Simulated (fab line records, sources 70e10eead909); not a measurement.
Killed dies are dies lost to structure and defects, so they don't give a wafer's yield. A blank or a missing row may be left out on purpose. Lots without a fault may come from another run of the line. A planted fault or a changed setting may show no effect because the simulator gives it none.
Which tool did it? | flow nand_harc | 13 lots, 38 wafers sampled, at 5 steps of a route of 1302

WHAT THE GAUGES READ, wafer by wafer
NHARC_A_SOURCE_PLATE_THK_MEAS_06: measures by ellipsometry.
lot  | measured     | on            | thk_nm (nm)
L547 | day 8 04:20  | film_metro-01 | 197.9 195.8 197.9
L548 | day 8 13:30  | film_metro-02 | 200.9 202.2 196.4
L549 | day 9 06:10  | film_metro-02 | 203.6 204.3 202.0
L550 | day 9 06:10  | film_metro-01 | 199.5 197.4 201.6
L551 | day 9 22:46  | film_metro-02 | 203.9 205.7 201.4
L552 | day 9 22:46  | film_metro-01 | 196.3 193.1 197.1
L553 | day 10 14:58 | film_metro-02 | 198.9 201.1 198.8
L554 | day 11 03:53 | film_metro-01 | 198.8 200.7 200.3
L555 | day 11 08:11 | film_metro-02 | 202.2 206.1 204.8
L558 | day 12 16:40 | film_metro-02 | 202.7 201.7 200.1
L559 | day 12 21:53 | film_metro-02 | 203.4 204.4 202.3
L566 | day 16 02:51 | film_metro-02 | 200.9 201.0
L569 | day 17 03:25 | film_metro-01 | 201.3 201.9 202.6

NHARC_A_ONON_D1_THK_MEAS_18: measures by ellipsometry.
lot  | measured     | on            | thk_nm (nm)
L547 | day 8 17:56  | film_metro-01 | 1012 1011 1011
L548 | day 9 01:47  | film_metro-02 | 1008 1008 1008
L549 | day 9 17:00  | film_metro-02 | 1001 1002 1000
L550 | day 9 17:01  | film_metro-02 | 1009 1012 1011
L551 | day 10 12:11 | film_metro-01 | 1010 1008 1011
L552 | day 10 12:11 | film_metro-02 | 993 992 991
L553 | day 11 02:14 | film_metro-01 | 1003 1003 1004
L554 | day 11 15:34 | film_metro-02 | 980 980 980
L555 | day 11 15:34 | film_metro-01 | 993 995 995
L558 | day 13 03:43 | film_metro-02 | 1001 1001 1002
L559 | day 13 12:05 | film_metro-02 | 981 980 982
L566 | day 16 15:17 | film_metro-01 | 988 985
L569 | day 17 14:07 | film_metro-01 | 997 997 997

NHARC_A_ONON_D1_THK_MEAS_27: measures by ellipsometry.
lot  | measured     | on            | thk_nm (nm)
L547 | day 8 19:37  | film_metro-01 | 1008 1006 1005
L548 | day 9 03:29  | film_metro-01 | 1004 1002 1001
L549 | day 9 18:43  | film_metro-01 | 1010 1012 1009
L550 | day 9 18:43  | film_metro-02 | 1004 1003 1005
L551 | day 10 13:53 | film_metro-01 | 999 998 998
L552 | day 10 13:53 | film_metro-02 | 1003 1002 1004
L553 | day 11 03:56 | film_metro-02 | 993 994 992
L554 | day 11 17:19 | film_metro-01 | 997 997 999
L555 | day 11 17:16 | film_metro-02 | 974 975 977
L558 | day 13 05:26 | film_metro-02 | 1012 1012 1013
L559 | day 13 13:47 | film_metro-01 | 995 994 993
L566 | day 16 17:00 | film_metro-01 | 989 1043
L569 | day 17 15:48 | film_metro-02 | 1003 1003 1003

WHICH TOOL RAN EACH LOT (tool, then ch and the chambers of the sampled wafers, then the start)
lot  | NHARC_A_ZERO_WELL_RTA_16         | NHARC_A_ONON_D1_DEP_25
L547 | rtp_anneal-02 ch 0, day 7 07:54  | pecvd_onon-04 ch 0, day 8 19:07
L548 | rtp_anneal-01 ch 0, day 7 17:19  | pecvd_onon-01 ch 0, day 9 03:02
L549 | rtp_anneal-02 ch 0, day 8 06:20  | pecvd_onon-03 ch 0, day 9 18:11
L550 | rtp_anneal-01 ch 0, day 8 10:13  | pecvd_onon-04 ch 0, day 9 18:16
L551 | rtp_anneal-02 ch 0, day 9 02:00  | pecvd_onon-04 ch 0, day 10 13:30
L552 | rtp_anneal-01 ch 0, day 9 03:17  | pecvd_onon-01 ch 0, day 10 13:23
L553 | rtp_anneal-02 ch 0, day 9 19:00  | pecvd_onon-04 ch 0, day 11 03:32
L554 | rtp_anneal-02 ch 0, day 10 05:39 | pecvd_onon-01 ch 0, day 11 16:47
L555 | rtp_anneal-02 ch 0, day 10 11:28 | pecvd_onon-03 ch 0, day 11 16:46
L558 | rtp_anneal-02 ch 0, day 11 20:22 | pecvd_onon-01 ch 0, day 13 04:59
L559 | rtp_anneal-01 ch 0, day 12 01:47 | pecvd_onon-01 ch 0, day 13 13:20
L566 | rtp_anneal-02 ch 0, day 15 04:36 | pecvd_onon-01 ch 0, day 16 16:36
L569 | rtp_anneal-01 ch 0, day 16 06:55 | pecvd_onon-03 ch 0, day 17 15:22
- NHARC_A_ZERO_WELL_RTA_16: time 10 s.
- NHARC_A_ONON_D1_DEP_25: target thk 1000 nm.

WHAT THE TOOLS THEMSELVES READ (means of the sampled wafers that have a number; where no wafer has one, the mark that the record gives instead)
NHARC_A_ZERO_WELL_RTA_16.
lot  | tool          | lamp_power_pct (%) | lamp_zone_1_pct (%) | wafer_temp_C_max
L547 | rtp_anneal-02 | 27.9               | 27.9                | 1003.2
L548 | rtp_anneal-01 | 33.8               | 33.8                | 1003.6
L549 | rtp_anneal-02 | 27.9               | 27.9                | 1003.0
L550 | rtp_anneal-01 | 33.8               | 33.8                | 1004.9
L551 | rtp_anneal-02 | 27.9               | 27.9                | 1003.8
L552 | rtp_anneal-01 | 33.9               | 33.9                | 1004.4
L553 | rtp_anneal-02 | 27.9               | 27.9                | 1003.8
L554 | rtp_anneal-02 | 27.9               | 27.9                | 1003.9
L555 | rtp_anneal-02 | 27.8               | 27.9                | 1003.9
L558 | rtp_anneal-02 | 27.8               | 27.9                | 1003.2
L559 | rtp_anneal-01 | 33.8               | 33.9                | 1004.2
L566 | rtp_anneal-02 | 27.9               | 27.9                | 1003.3
L569 | rtp_anneal-01 | 33.9               | 33.8                | 1003.9

THE ANSWER, worked out from the rows above alone
Rule: what is usual is taken from the lots themselves. Put in order of their means at a reading, lots are off if they are a third of the lots or fewer, leave a main group of 4 or more, and stand apart from it by a gap of 3 or more times the standard deviation of the main group's means; of several such gaps the widest counts. A main group whose means are all the same, to the digits that the tables above print for the reading, isn't used. A lot without any number at a reading at which 4 lots or more have one is off too. The other lots that the step has rows for count as sound. The gauges are gone through in route order, then the tools' own readings, and for those a lot's mean is taken as printed above. The first step at which some lot is off is used, and at that step the reading that is off furthest; a lot without a number counts as furthest.
No lot is off at any reading shown: from this, nothing can be told.

WHAT THE SIMULATOR HAD PUT IN
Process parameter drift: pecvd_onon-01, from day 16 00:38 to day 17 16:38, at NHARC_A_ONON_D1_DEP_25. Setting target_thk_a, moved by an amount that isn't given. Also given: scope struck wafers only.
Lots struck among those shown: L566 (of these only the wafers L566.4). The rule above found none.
